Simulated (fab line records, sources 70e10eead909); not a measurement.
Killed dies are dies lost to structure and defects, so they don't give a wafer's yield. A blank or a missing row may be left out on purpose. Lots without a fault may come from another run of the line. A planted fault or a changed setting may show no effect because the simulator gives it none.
One fault seen from 2 desks | flow nand_harc | each desk has only its own numbers; what lay behind them comes last

THE TOOL OWNER'S DESK: rie_si-01
The tool's own readings at NHARC_A_ZERO_WELL_ETCH_13 (etches the open film in HBr/Cl2, target depth 120 nm, time 40.1 s): means of the sampled wafers that have a number, for each lot that ran on this tool. A lot is out of limits, marked OUT, if its mean lies more than 4 standard deviations from the usual mean; the brackets give that distance.
Columns: A = drypump_motor_current_A at NHARC_A_ZERO_WELL_ETCH_13, usual 5.8 A; B = oes_product_au at NHARC_A_ZERO_WELL_ETCH_13, usual 0.996 a.u.; C = throttle_valve_pct at NHARC_A_ZERO_WELL_ETCH_13, usual 26.405 %
lot  | first seen here | A   | B     | C
L182 | day 10 14:43    | 5.9 | 0.996 | 26.408
L185 | day 11 14:02    | 6.0 | 0.989 | 26.410
L191 | day 14 07:04    | 6.0 | 0.994 | 26.399
L193 | day 15 11:15    | 6.2 | 0.989 | 26.412
This desk's finding: nothing out of limits on any of the 4 lots.

THE DEFECT DESK
What the inspections along the route counted, lot by lot: means of the sampled wafers that have a number. A lot is out of limits, marked OUT, if its mean lies more than 4 standard deviations from the usual mean; the brackets give that distance.
Columns: A = raw_defect_count at NHARC_A_ZERO_WELL_INSPECT_17, usual 13; B = raw_defect_count at NHARC_A_SOURCE_PLATE_INSPECT_08, usual 55
lot  | first seen here | A             | B
L178 | day 8 22:55     | 5             | 67
L179 | day 9 19:16     | 16            | 56
L181 | day 10 04:39    | 9             | 59
L182 | day 10 15:48    | 10            | 58
L185 | day 11 15:07    | 18            | 44
L191 | day 14 08:09    | 336 (+45) OUT | 371 (+14) OUT
L193 | day 15 12:21    | 289 (+38) OUT | 328 (+12) OUT
L194 | day 15 14:07    | 7             | 46
L195 | day 16 04:31    | 21            | 52
L196 | day 16 13:41    | 14            | 50
This desk's finding: out of limits on L191, L193; first on L191, day 14 08:09 (raw_defect_count at NHARC_A_ZERO_WELL_INSPECT_17). In limits: L178, L179, L181, L182, L185, L194, L195, L196.

PUT TOGETHER
The defect desk could have raised an alarm at day 14 08:09, on L191, L193.
The tool owner's desk saw nothing out of limits.
The tool owner's desk has L191, L193 on record, within its limits.
Of the lots named, all ran NHARC_A_ZERO_WELL_ETCH_13 on rie_si-01.

WHAT THE SIMULATOR HAD PUT IN
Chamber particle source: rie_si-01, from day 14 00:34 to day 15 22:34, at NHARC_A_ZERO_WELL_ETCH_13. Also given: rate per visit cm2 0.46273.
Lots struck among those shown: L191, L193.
Hours from the fault's start to each desk's first reading out of limits: the defect desk, 8.
